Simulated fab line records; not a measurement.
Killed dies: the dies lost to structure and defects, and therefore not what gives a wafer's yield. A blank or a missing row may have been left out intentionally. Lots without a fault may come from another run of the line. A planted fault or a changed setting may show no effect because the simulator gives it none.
fab line records ; flow n5_finfet
record: lots: 11; wafers: 33; last_day: 17
route steps=1938 shown BEOL_M5@1185 BEOL_M6@1196
lots untouched by any fault: they come from a run of this same line in which no faults occurred
start_h: start of the lot's first displayed wafer, in hours after the record's first day ; wait_h: hours since the lot's step before ; " as in the row above ; L1.1+2: several wafers, shown together as one row ; - no value, or no start was given ; * or withheld: withheld ; < > ~ a bound
route shown NAME@n: a module of which the file shows steps, and the number in the route of the first ; usual: mean/standard deviation of fault-free wafers ; same: alike in all rows ; chamber/n: place in a boat ; sites: readings site by site ; _std_site: the standard deviation of these ; _edge_site: inner sites' mean taken away from outer sites' mean ; radius_mm: for every site, how far away it sits from the centre of the wafer ; mask NAME#n: copy n ; behind: the most recent tool/chamber to have shaped the wafer ; hold: why the lot was held/for how many hours/how that ended ; device: transistor that didn't switch, given as n, p or np ; end of line: the route-end tests of the same wafers ; step lacking rows: just its recipe ; killed: count of dies lost to structure and defects at first sort (not the wafer's yield) ; map: a wafer's dies, marking killed ones x, the rest . and places with no die _
set.NAME: the setting as run; set.NAME@STEP: as run at that earlier step ; model.NAME: the simulator's own value behind a step, which no gauge read
route steps across a sampled set of lots; one table per step, one row per wafer
services: a tool's chamber out of use, with start hour (start_h, from the record's first day; less than 0 if before it), hours out, and reason
== steps ==
step: N5_BEOL_M5_ANNEAL_51
recipe: temp_c: 225; time_s: 90; ambient: N2
usual: wafer_temp_C_max: 226.2/0.33
lot.wafer;tool;chamber;start_h;wait_h;wafer_temp_C_max
L237.2;rtp_anneal-01;0;190.37;0.1;226.3
L237.5;rtp_anneal-01;0;190.37;0.1;226.4
L237.6;rtp_anneal-01;0;190.37;0.1;226.2
L240.1;rtp_anneal-01;0;193.85;0.9;226.0
L240.2;rtp_anneal-01;0;193.85;0.9;226.0
L240.3;rtp_anneal-01;0;193.85;0.9;226.9
L241.1;rtp_anneal-01;0;205.57;0.1;226.5
L241.5;rtp_anneal-01;0;205.57;0.1;226.1
L241.6;rtp_anneal-01;0;205.57;0.1;226.0
L242.3;rtp_anneal-01;0;206.46;0.3;226.0
L242.5;rtp_anneal-01;0;206.46;0.3;225.7
L242.6;rtp_anneal-01;0;206.46;0.3;225.6
L244.3;rtp_anneal-01;0;221.41;0.2;226.2
L244.4;rtp_anneal-01;0;221.41;0.2;226.0
L244.5;rtp_anneal-01;0;221.41;0.2;226.1
L246.2;rtp_anneal-01;0;226.36;0.1;225.6
L246.5;rtp_anneal-01;0;226.36;0.1;225.9
L246.6;rtp_anneal-01;0;226.36;0.1;225.6
L250.1;rtp_anneal-01;0;273.38;0.1;225.5
L250.4;rtp_anneal-01;0;273.38;0.1;226.0
L250.5;rtp_anneal-01;0;273.38;0.1;225.7
L253.2;rtp_anneal-01;0;282.32;0.1;225.8
L253.4;rtp_anneal-01;0;282.32;0.1;226.0
L253.5;rtp_anneal-01;0;282.32;0.1;226.0
L256.1;rtp_anneal-01;0;297.27;0.1;226.2
L256.2;rtp_anneal-01;0;297.27;0.1;226.2
L256.6;rtp_anneal-01;0;297.27;0.1;226.0
L258.1;rtp_anneal-02;0;307.05;0.1;226.7
L258.3;rtp_anneal-02;0;307.05;0.1;226.4
L258.4;rtp_anneal-02;0;307.05;0.1;226.6
L259.3;rtp_anneal-02;0;316.97;0.4;226.6
L259.4;rtp_anneal-02;0;316.97;0.4;227.2
L259.6;rtp_anneal-02;0;316.97;0.4;226.5
step: N5_BEOL_M6_THK_MEAS_01
recipe: reads: SiCOH_lowk_of_BEOL_M6_ILD_DEP_00
usual: M6_ILD_THK: 156.0/2.5
lot.wafer;tool;chamber;start_h;wait_h;M6_ILD_THK[nm]
L237.2;film_metro-01;-;192.30;0.7;154.8
L237.5;film_metro-01;-;192.30;0.7;160.0
L237.6;film_metro-01;-;192.30;0.7;157.6
L240.1;film_metro-02;-;195.35;0.4;156.3
L240.2;film_metro-02;-;195.35;0.4;153.6
L240.3;film_metro-02;-;195.35;0.4;154.0
L241.1;film_metro-02;-;207.09;0.4;154.2
L241.5;film_metro-02;-;207.09;0.4;159.6
L241.6;film_metro-02;-;207.09;0.4;157.6
L242.3;film_metro-02;-;208.54;0.3;150.7
L242.5;film_metro-02;-;208.54;0.3;154.7
L242.6;film_metro-02;-;208.54;0.3;153.2
L244.3;film_metro-02;-;223.02;0.3;157.2
L244.4;film_metro-02;-;223.02;0.3;157.9
L244.5;film_metro-02;-;223.02;0.3;158.2
L246.2;film_metro-02;-;227.81;0.4;153.6
L246.5;film_metro-02;-;227.81;0.4;155.2
L246.6;film_metro-02;-;227.81;0.4;155.0
L250.1;film_metro-02;-;274.93;0.4;158.3
L250.4;film_metro-02;-;274.93;0.4;159.9
L250.5;film_metro-02;-;274.93;0.4;159.0
L253.2;film_metro-01;-;283.80;0.4;151.0
L253.4;film_metro-01;-;283.80;0.4;153.3
L253.5;film_metro-01;-;283.80;0.4;152.9
L256.1;film_metro-01;-;298.78;0.4;155.3
L256.2;film_metro-01;-;298.78;0.4;153.9
L256.6;film_metro-01;-;298.78;0.4;156.8
L258.1;film_metro-01;-;309.02;0.8;151.7
L258.3;film_metro-01;-;309.02;0.8;154.4
L258.4;film_metro-01;-;309.02;0.8;155.0
L259.3;film_metro-02;-;318.49;0.3;155.8
L259.4;film_metro-02;-;318.49;0.3;157.4
L259.6;film_metro-02;-;318.49;0.3;157.7
step: N5_BEOL_M6_EXPOSE_08
recipe: mask_id: M6; na: 1.35; source_shape: dipole; sigma_inner: 0.817; sigma_outer: 0.97; polarization: te; dose_mj: 68.25
usual: exposure_dose_mJ_cm2: 68.22/0.075
same: dipole_opening_deg: 35
lot.wafer;tool;chamber;start_h;wait_h;mask;exposure_dose_mJ_cm2
L237.2;arfi_scanner-02;0;195.16;-;M6#0;68.24
L237.5;arfi_scanner-02;0;195.16;-;M6#0;68.21
L237.6;arfi_scanner-02;0;195.16;-;M6#0;68.25
L240.1;arfi_scanner-03;0;196.19;-;M6#0;68.20
L240.2;arfi_scanner-03;0;196.19;-;M6#0;68.14
L240.3;arfi_scanner-03;0;196.19;-;M6#0;68.17
L241.1;arfi_scanner-03;0;207.43;-;M6#0;68.31
L241.5;arfi_scanner-03;0;207.43;-;M6#0;68.37
L241.6;arfi_scanner-03;0;207.43;-;M6#0;68.31
L242.3;arfi_scanner-02;0;209.94;-;M6#0;68.17
L242.5;arfi_scanner-02;0;209.94;-;M6#0;68.22
L242.6;arfi_scanner-02;0;209.94;-;M6#0;68.16
L244.3;arfi_scanner-03;0;223.37;-;M6#0;68.30
L244.4;arfi_scanner-03;0;223.37;-;M6#0;68.14
L244.5;arfi_scanner-03;0;223.37;-;M6#0;68.18
L246.2;arfi_scanner-03;0;229.25;-;M6#0;68.25
L246.5;arfi_scanner-03;0;229.25;-;M6#0;68.31
L246.6;arfi_scanner-03;0;229.25;-;M6#0;68.24
L250.1;arfi_scanner-02;0;277.25;-;M6#0;71.41
L250.4;arfi_scanner-02;0;277.25;-;M6#0;71.40
L250.5;arfi_scanner-02;0;277.25;-;M6#0;71.41
L253.2;arfi_scanner-02;0;285.40;-;M6#0;70.80
L253.4;arfi_scanner-02;0;285.40;-;M6#0;70.70
L253.5;arfi_scanner-02;0;285.40;-;M6#0;70.70
L256.1;arfi_scanner-03;0;300.22;-;M6#0;68.18
L256.2;arfi_scanner-03;0;300.22;-;M6#0;68.25
L256.6;arfi_scanner-03;0;300.22;-;M6#0;68.21
L258.1;arfi_scanner-01;0;310.88;-;M6#0;68.12
L258.3;arfi_scanner-01;0;310.88;-;M6#0;68.18
L258.4;arfi_scanner-01;0;310.88;-;M6#0;68.16
L259.3;arfi_scanner-03;0;320.14;-;M6#0;68.35
L259.4;arfi_scanner-03;0;320.14;-;M6#0;68.36
L259.6;arfi_scanner-03;0;320.14;-;M6#0;68.21
step: N5_BEOL_M6_CD_MEAS_11
recipe: target_cd_nm: 38.5; landing_energy_ev: 500; detector: se_inlens; polarity: opening
usual: cd_nm: 38.6/0.56
lot.wafer;tool;chamber;start_h;wait_h;cd_nm
L237.2;cd_sem-02;0;195.28;-;38.8
L237.5;cd_sem-02;0;195.28;-;38.7
L237.6;cd_sem-02;0;195.28;-;39.0
L240.1;cd_sem-02;0;196.32;-;39.1
L240.2;cd_sem-02;0;196.32;-;38.5
L240.3;cd_sem-02;0;196.32;-;37.9
L241.1;cd_sem-01;0;207.56;-;38.2
L241.5;cd_sem-01;0;207.56;-;37.9
L241.6;cd_sem-01;0;207.56;-;38.1
L242.3;cd_sem-03;0;210.06;-;38.5
L242.5;cd_sem-03;0;210.06;-;39.5
L242.6;cd_sem-03;0;210.06;-;38.9
L244.3;cd_sem-01;0;223.49;-;39.0
L244.4;cd_sem-01;0;223.49;-;38.3
L244.5;cd_sem-01;0;223.49;-;38.7
L246.2;cd_sem-01;0;229.37;-;38.6
L246.5;cd_sem-01;0;229.37;-;37.8
L246.6;cd_sem-01;0;229.37;-;37.6
L250.1;cd_sem-01;0;277.38;-;41.5
L250.4;cd_sem-01;0;277.38;-;40.8
L250.5;cd_sem-01;0;277.38;-;41.1
L253.2;cd_sem-02;0;285.52;-;41.2
L253.4;cd_sem-02;0;285.52;-;39.5
L253.5;cd_sem-02;0;285.52;-;39.9
L256.1;cd_sem-03;0;300.35;-;39.1
L256.2;cd_sem-03;0;300.35;-;38.9
L256.6;cd_sem-03;0;300.35;-;38.2
L258.1;cd_sem-03;0;311.01;-;38.8
L258.3;cd_sem-03;0;311.01;-;38.7
L258.4;cd_sem-03;0;311.01;-;38.5
L259.3;cd_sem-02;0;320.26;-;38.1
L259.4;cd_sem-02;0;320.26;-;37.8
L259.6;cd_sem-02;0;320.26;-;37.8
step: N5_BEOL_M6_INSPECT_13
recipe: mode: adi; inspect_instrument: brightfield
usual: raw_defect_count: 394/83
lot.wafer;tool;chamber;start_h;wait_h;raw_defect_count
L237.2;defect_inspect-01;-;195.33;0.0;476
L237.5;defect_inspect-01;-;195.33;0.0;366
L237.6;defect_inspect-01;-;195.33;0.0;465
L240.1;defect_inspect-02;-;196.37;0.0;482
L240.2;defect_inspect-02;-;196.37;0.0;606
L240.3;defect_inspect-02;-;196.37;0.0;431
L241.1;defect_inspect-02;-;207.61;0.0;433
L241.5;defect_inspect-02;-;207.61;0.0;513
L241.6;defect_inspect-02;-;207.61;0.0;336
L242.3;defect_inspect-01;-;210.11;0.0;412
L242.5;defect_inspect-01;-;210.11;0.0;346
L242.6;defect_inspect-01;-;210.11;0.0;354
L244.3;defect_inspect-02;-;223.54;0.0;395
L244.4;defect_inspect-02;-;223.54;0.0;389
L244.5;defect_inspect-02;-;223.54;0.0;401
L246.2;defect_inspect-02;-;229.43;0.0;345
L246.5;defect_inspect-02;-;229.43;0.0;333
L246.6;defect_inspect-02;-;229.43;0.0;434
L250.1;defect_inspect-01;-;277.43;0.0;369
L250.4;defect_inspect-01;-;277.43;0.0;395
L250.5;defect_inspect-01;-;277.43;0.0;361
L253.2;defect_inspect-01;-;285.57;0.0;387
L253.4;defect_inspect-01;-;285.57;0.0;268
L253.5;defect_inspect-01;-;285.57;0.0;473
L256.1;defect_inspect-02;-;300.40;0.0;490
L256.2;defect_inspect-02;-;300.40;0.0;339
L256.6;defect_inspect-02;-;300.40;0.0;449
L258.1;defect_inspect-02;-;311.06;0.0;322
L258.3;defect_inspect-02;-;311.06;0.0;292
L258.4;defect_inspect-02;-;311.06;0.0;348
L259.3;defect_inspect-01;-;320.31;0.0;270
L259.4;defect_inspect-01;-;320.31;0.0;335
L259.6;defect_inspect-01;-;320.31;0.0;323
step: N5_BEOL_M6_CD_MEAS_18
recipe: pitch_nm: 80; target_cd_nm: 40
usual: cd_nm: 40.1/0.62
lot.wafer;tool;chamber;start_h;wait_h;cd_nm
L237.2;cd_sem-01;-;195.86;0.1;40.6
L237.5;cd_sem-01;-;195.86;0.1;40.9
L237.6;cd_sem-01;-;195.86;0.1;39.8
L240.1;cd_sem-01;-;197.66;0.0;40.9
L240.2;cd_sem-01;-;197.66;0.0;40.5
L240.3;cd_sem-01;-;197.66;0.0;39.1
L241.1;cd_sem-02;-;208.94;0.0;39.2
L241.5;cd_sem-02;-;208.94;0.0;39.1
L241.6;cd_sem-02;-;208.94;0.0;39.7
L242.3;cd_sem-02;-;211.34;0.1;39.3
L242.5;cd_sem-02;-;211.34;0.1;41.0
L242.6;cd_sem-02;-;211.34;0.1;39.9
L244.3;cd_sem-02;-;224.10;0.1;40.2
L244.4;cd_sem-02;-;224.10;0.1;39.4
L244.5;cd_sem-02;-;224.10;0.1;39.9
L246.2;cd_sem-02;-;229.98;0.1;40.4
L246.5;cd_sem-02;-;229.98;0.1;39.5
L246.6;cd_sem-02;-;229.98;0.1;39.6
L250.1;cd_sem-03;-;278.30;0.0;42.8
L250.4;cd_sem-03;-;278.30;0.0;42.7
L250.5;cd_sem-03;-;278.30;0.0;42.2
L253.2;cd_sem-02;-;286.10;0.1;42.6
L253.4;cd_sem-02;-;286.10;0.1;40.9
L253.5;cd_sem-02;-;286.10;0.1;40.9
L256.1;cd_sem-03;-;300.90;0.0;39.9
L256.2;cd_sem-03;-;300.90;0.0;40.8
L256.6;cd_sem-03;-;300.90;0.0;39.4
L258.1;cd_sem-02;-;311.74;0.0;41.0
L258.3;cd_sem-02;-;311.74;0.0;40.1
L258.4;cd_sem-02;-;311.74;0.0;39.5
L259.3;cd_sem-02;-;320.88;0.1;40.2
L259.4;cd_sem-02;-;320.88;0.1;39.7
L259.6;cd_sem-02;-;320.88;0.1;39.5
== services ==
tool;chamber;start_h;hours;kind
arfi_scanner-02;-;176.77;0.8;pm
arfi_scanner-03;-;179.54;1.0;pm
arfi_scanner-01;-;183.33;1.3;pm
arfi_scanner-02;-;183.82;4.9;pm
arfi_scanner-02;-;194.34;0.5;repair
arfi_scanner-03;-;201.21;0.3;repair
arfi_scanner-02;-;203.68;1.0;pm
arfi_scanner-02;-;206.15;1.0;repair
arfi_scanner-01;-;207.28;1.3;repair
arfi_scanner-01;-;208.60;1.0;pm
arfi_scanner-02;-;231.40;1.0;pm
rtp_anneal-02;-;238.50;0.8;pm
arfi_scanner-01;0;264.92;-;calibration
arfi_scanner-02;-;264.94;6.0;pm
arfi_scanner-03;-;269.30;0.8;pm
arfi_scanner-03;-;275.65;1.3;pm
arfi_scanner-02;-;279.70;1.3;pm
arfi_scanner-03;-;283.28;1.0;pm
arfi_scanner-03;0;292.21;-;calibration
arfi_scanner-01;-;296.09;6.3;repair
arfi_scanner-01;-;302.40;1.0;pm
arfi_scanner-01;-;304.05;0.8;pm
arfi_scanner-01;-;308.83;1.3;pm
== key ==
first_sign: step: N5_BEOL_M6_EXPOSE_08; reading: exposure_dose_mJ_cm2; direction: up; sigmas: 38; usual: 68.22; struck: 71.07
effect: step: N5_BEOL_M6_CD_MEAS_11; reading: cd_nm; direction: up; sigmas: 3.8; usual: 38.6; struck: 40.7; through: control_loop
effect: step: N5_BEOL_M6_CD_MEAS_18; reading: cd_nm; direction: up; sigmas: 3.1; usual: 40.1; struck: 42.0; through: control_loop
met_at N5_BEOL_M6_EXPOSE_08
struck_lots L250,L253
loop_trim: step: N5_BEOL_M6_EXPOSE_08; setting: dose; lots: L253
not_acting_at N5_BEOL_M5_ANNEAL_51,N5_BEOL_M6_THK_MEAS_01,N5_BEOL_M6_INSPECT_13
onset_between 209.94 277.25
fault: kind: process_parameter_drift; tool: arfi_scanner-02; chamber: -; onset_h: 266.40; steps: N5_BEOL_M6_EXPOSE_08; channel: dose_mj; offset: 3.1873; shape: step; acts_in: these_recipes_only; stated: 68.25
loop_trim: a control loop set the setting to another value than it would have without faults
